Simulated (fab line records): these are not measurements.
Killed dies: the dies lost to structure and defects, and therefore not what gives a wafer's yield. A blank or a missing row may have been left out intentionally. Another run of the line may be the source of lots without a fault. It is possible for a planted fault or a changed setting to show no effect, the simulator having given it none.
Matching of chambers ; flow nand_harc ; NHARC_A_CONTACT_DESCUM_74 on rie_diel-06 has 4 sister chambers
The step chemistry O2, time 3 s. 22 wafers are shown with their chamber, then 11 later ones without.

WAFERS WITH THEIR CHAMBER
wafer;chamber;drypump_motor_current_A (A);showerhead_plenum_p_Torr (Torr);throttle_valve_pct (%)
L074.2;2;5.0;1.88;11.308
L074.5;3;6.5;1.77;11.312
L074.6;0;5.6;1.99;11.291
L076.2;0;5.7;1.98;11.312
L076.4;3;6.5;2.07;11.312
L076.5;3;6.5;2.08;11.334
L077.2;0;5.6;1.98;11.300
L077.3;3;6.5;2.07;11.317
L077.6;3;6.5;2.07;11.323
L078.1;2;5.0;1.87;11.317
L078.2;0;5.6;1.98;11.297
L078.3;1;5.5;1.95;11.311
L084.3;1;5.5;1.94;11.311
L084.4;2;5.0;1.87;11.305
L084.5;0;5.6;1.98;11.305
L085.1;1;5.5;1.94;11.306
L085.2;3;6.5;2.06;11.317
L085.6;1;5.5;1.94;11.315
L088.1;3;6.5;2.06;11.314
L088.4;0;5.6;1.97;11.302
L088.5;3;6.5;2.06;11.325
L087.3;0;5.6;1.97;11.316

SIGNATURES (means of the wafers above)
reading;chamber 0;chamber 1;chamber 2;chamber 3;scatter within a chamber
drypump_motor_current_A;5.614;5.500;5.000;6.500;0.0218
showerhead_plenum_p_Torr;1.9786;1.9425;1.8733;2.0300;0.0658
throttle_valve_pct;11.30329;11.31075;11.31000;11.31925;0.00734
Rule: for a wafer and a chamber, the distance is found by dividing, reading by reading, the gap between the wafer's reading and the chamber's mean by the reading's scatter, squaring, summing and taking the root. If the next closest chamber is less than 2 further off than the closest, the wafer can't be placed; otherwise it belongs to the closest. The scatter is the square root of a quotient: the sum, over the shown wafers, of each reading's squared deviation from its chamber's mean, divided by wafers minus chambers.

WAFERS WITHOUT THEIR CHAMBER
wafer;drypump_motor_current_A (A);showerhead_plenum_p_Torr (Torr);throttle_valve_pct (%)
L087.5;5.4;1.93;11.313
L087.6;5.0;1.86;11.305
L091.2;5.6;1.97;11.300
L091.4;6.5;2.06;11.293
L091.5;5.5;1.93;11.297
L090.2;5.5;1.93;11.299
L090.3;5.0;1.86;11.296
L090.6;5.5;1.93;11.323
L096.2;5.5;1.93;11.325
L096.3;6.5;2.05;11.314
L096.5;5.7;1.96;11.312

WHICH CHAMBER EACH WENT THROUGH
wafer;from the rows above;in truth
L087.5;1;1
L087.6;2;2
L091.2;0;0
L091.4;3;3
L091.5;1;1
L090.2;1;1
L090.3;2;2
L090.6;1;1
L096.2;1;1
L096.3;3;3
L096.5;0;0
11 of 11 placed correctly. Can't be placed from these rows: 0. 0 placed wrongly.
